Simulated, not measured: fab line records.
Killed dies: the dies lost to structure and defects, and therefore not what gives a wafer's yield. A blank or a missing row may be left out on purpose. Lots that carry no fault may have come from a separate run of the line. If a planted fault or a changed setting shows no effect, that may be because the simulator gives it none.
The tool behind it: which one?	flow nand harc	13 lots, 39 wafers sampled, at 5 steps of a route of 1159

## WHAT THE GAUGES SHOWED, per wafer
NHARC_P_CONTACT_INSPECT_14. Usual: 4.1 for raw defect count, sd 2.5.
lot	measured	on	raw defect count	flag
L167	day 5 12:45	defect inspect-02	4 3 3	
L169	day 6 04:50	defect inspect-02	1 4 4	
L168	day 6 05:41	defect inspect-02	4 3 2	
L171	day 6 14:14	defect inspect-01	2 1 2	
L173	day 6 21:08	defect inspect-02	6 4 2	
L176	day 7 18:33	defect inspect-01	3 0 3	
L175	day 7 19:41	defect inspect-02	3 7 6	
L178	day 8 20:43	defect inspect-01	0 6 4	
L179	day 8 21:41	defect inspect-02	6 11 10	
L182	day 9 05:49	defect inspect-01	3 2 4	
L181	day 9 06:25	defect inspect-01	4 2 2	
L184	day 9 14:36	defect inspect-02	4 3 4	
L189	day 10 21:16	defect inspect-02	2 4 1	

NHARC_END_SORT_01. Usual: killed at array 24, standard deviation 7.4; killed at other 0.5, standard deviation 0.81; killed at periphery 3.4, standard deviation 2.3; killed dies 28, standard deviation 8; killed open 3.4, standard deviation 1.8; killed short 2.0, standard deviation 1.4.
lot	measured	on	killed at array	killed at other	killed at periphery	killed dies	killed open	killed short	flag
L182	day 23 18:50	prober-01	16 34 33	0 0 0	3 1 3	19 35 36	2 2 5	2 2 3	
L184	day 23 13:28	prober-01	24 26	1 0	2 2	27 28	3 1	1 1	

## TOOL THAT RAN EACH LOT (tool first, then ch and the chambers of the sampled wafers, then the start)
lot	NHARC_P_GATE_STRIP_95	NHARC_P_CONTACT_ETCH_31	NHARC_P_CONTACT_CMP_24
L167	plasma asher-02 ch 0,1, day 5 09:17	rie diel-03 ch 0,2,3, day 5 13:55	cmp-03 ch 0,2, day 5 21:44
L169	plasma asher-02 ch 0,1, day 6 01:01	rie diel-10 ch 1,2, day 6 05:38	cmp-04 ch 0,2,3, day 6 10:00
L168	plasma asher-02 ch 0,1, day 6 01:47	rie diel-03 ch 2,3, day 6 06:29	cmp-04 ch 0,1, day 6 10:08
L171	plasma asher-02 ch 0,1, day 6 10:40	rie diel-04 ch 0,2, day 6 15:02	cmp-03 ch 0,3, day 6 18:04
L173	plasma asher-02 ch 0,1, day 6 17:37	rie diel-04 ch 0,1,3, day 6 21:58	cmp-03 ch 0,2,3, day 6 23:58
L176	plasma asher-02 ch 0,1, day 7 15:03	rie diel-04 ch 0,1,2, day 7 19:22	cmp-03 ch 1,2,3, day 7 21:17
L175	plasma asher-01 ch 0,1, day 7 15:34	rie diel-04 ch 2,3, day 7 20:33	cmp-04 ch 1,2, day 8 02:18
L178	plasma asher-01 ch 0,1, day 8 17:10	rie diel-03 ch 0,1, day 8 21:33	cmp-03 ch 0,1,3, day 8 23:43
L179	plasma asher-01 ch 1, day 8 17:56	rie diel-03 ch 0,2,3, day 8 22:30	cmp-04 ch 1,2,3, day 9 00:30
L182	plasma asher-02 ch 0,1, day 9 01:37	rie diel-04 ch 0,2, day 9 06:38	cmp-04 ch 2,3, day 9 16:11
L181	plasma asher-01 ch 0,1, day 9 02:17	rie diel-03 ch 0,1,2, day 9 07:13	cmp-02 ch 0,3, day 9 16:44
L184	plasma asher-01 ch 0,1, day 9 10:47	rie diel-04 ch 0,2,3, day 9 15:26	cmp-03 ch 0,1,2, day 9 22:45
L189	plasma asher-01 ch 0,1, day 10 17:28	rie diel-04 ch 0,1,2, day 10 22:04	cmp-02 ch 0,2,3, day 11 00:07
- NHARC_P_GATE_STRIP_95: strips in O2.
- NHARC_P_CONTACT_ETCH_31: etches the open film in CH3F/O2, target depth 30 nm, time 85.7 s.
- NHARC_P_CONTACT_CMP_24: polishes, t overpolish 30 s, target thk 200 nm.

## WHAT THE TOOLS THEMSELVES READ (means of the sampled wafers that have a number; where no wafer has one, the mark that the record gives instead)
NHARC_P_GATE_STRIP_95. Usual: drypump motor current A 5.7 A, standard deviation 0.43; heater power w 346 W, standard deviation 31.
lot	tool	drypump motor current A (A)	heater power w (W)	flag
L167	plasma asher-02	5.6	333	
L169	plasma asher-02	5.5	335	
L168	plasma asher-02	5.4	317	
L171	plasma asher-02	5.5	335	
L173	plasma asher-02	5.4	320	
L176	plasma asher-02	5.5	329	
L175	plasma asher-01	6.2	394	
L178	plasma asher-01	6.3	385	
L179	plasma asher-01	5.8	367	
L182	plasma asher-02	5.5	334	
L181	plasma asher-01	6.0	380	
L184	plasma asher-01	6.3	386	
L189	plasma asher-01	6.3	388	

NHARC_P_CONTACT_ETCH_31. Usual: drypump motor current A 5.6 A, standard deviation 0.5; oes product au 0.983 a.u., standard deviation 0.01; rf vpp V 244.8 V, standard deviation 1.5; showerhead plenum p Torr 2.50 Torr, standard deviation 0.085; throttle valve pct 20.663 %, standard deviation 0.009.
lot	tool	drypump motor current A (A)	oes product au (a.u.)	rf vpp V (V)	showerhead plenum p Torr (Torr)	throttle valve pct (%)	flag
L167	rie diel-03	5.3	0.984	243.9	2.46	20.659	
L169	rie diel-10	5.7	0.978	242.9	2.34	20.666	
L168	rie diel-03	5.1	0.994	242.8	2.40	20.669	
L171	rie diel-04	5.3	0.990	244.9	2.52	20.667	
L173	rie diel-04	5.7	0.984	246.0	2.57	20.671	
L176	rie diel-04	5.3	0.982	246.7	2.57	20.662	
L175	rie diel-04	6.1	0.990	245.2	2.48	20.662	
L178	rie diel-03	6.0	0.990	244.8	2.52	20.659	
L179	rie diel-03	5.4	0.874	243.8	2.46	20.658	OFF
L182	rie diel-04	5.3	0.977	245.8	2.56	20.668	
L181	rie diel-03	5.6	0.874	244.2	2.46	20.662	OFF
L184	rie diel-04	5.7	0.988	244.8	2.52	20.666	
L189	rie diel-04	5.3	0.975	245.3	2.56	20.661	

NHARC_P_CONTACT_CMP_24. Usual: edge zone pressure frac 1.000, standard deviation 0.0048; motor current A 12.9 A, standard deviation 1.5; overpolish run s 30.000 s, standard deviation 0.0089; time to endpoint s 39.5 s, standard deviation 2.3.
lot	tool	edge zone pressure frac	motor current A (A)	overpolish run s (s)	time to endpoint s (s)	flag
L167	cmp-03	0.998	11.9	29.992	38.9	
L169	cmp-04	1.003	12.5	30.001	38.2	
L168	cmp-04	0.999	14.8	30.007	39.5	
L171	cmp-03	1.007	14.5	30.005	42.0	
L173	cmp-03	0.997	13.3	29.999	38.7	
L176	cmp-03	1.003	12.6	30.003	41.1	
L175	cmp-04	1.000	13.4	29.996	40.1	
L178	cmp-03	1.001	13.5	29.995	40.1	
L179	cmp-04	1.000	12.7	30.005	38.5	
L182	cmp-04	1.004	11.7	29.993	42.9	
L181	cmp-02	1.002	12.5	30.000	37.9	
L184	cmp-03	1.002	12.7	30.005	39.8	
L189	cmp-02	0.996	12.4	29.997	37.8	

## THE ANSWER, worked out from the rows above alone
Rule: take the mean of a lot's wafers that have a number; if it is more than 3 standard deviations from the usual mean, the lot is off. A lot without any number at a reading at which 4 lots or more have one is off too. All remaining lots with rows at the step are treated as sound. The gauges are gone through in route order, then the tools' own readings, and for those a lot's mean is taken as printed above. The first step at which some lot is off is used, and at that step the reading that is off furthest; a lot without a number counts as furthest.
Off: L179, L181 (NHARC_P_CONTACT_ETCH_31, oes product au).
A tool fits if, at that step or a process step before it, it ran every lot that is off, and no sound lot after the first of them. One fits: rie diel-03 at NHARC_P_CONTACT_ETCH_31. Its last sound lot is L178 (day 8 21:33), its first lot that is off L179 (day 8 22:30): a fault that began between those two fits.
The tool's own readings at NHARC_P_CONTACT_ETCH_31 bear it out: on the lots that are off they differ by more than 5 times the standard deviation of the sound lots' means. oes product au reads 0.874 a.u. there against 0.985 a.u. on the sound lots.

## WHAT THE SIMULATOR HAD PUT IN
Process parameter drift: rie diel-03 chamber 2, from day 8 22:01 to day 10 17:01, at NHARC_P_CONTACT_ETCH_31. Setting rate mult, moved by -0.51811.
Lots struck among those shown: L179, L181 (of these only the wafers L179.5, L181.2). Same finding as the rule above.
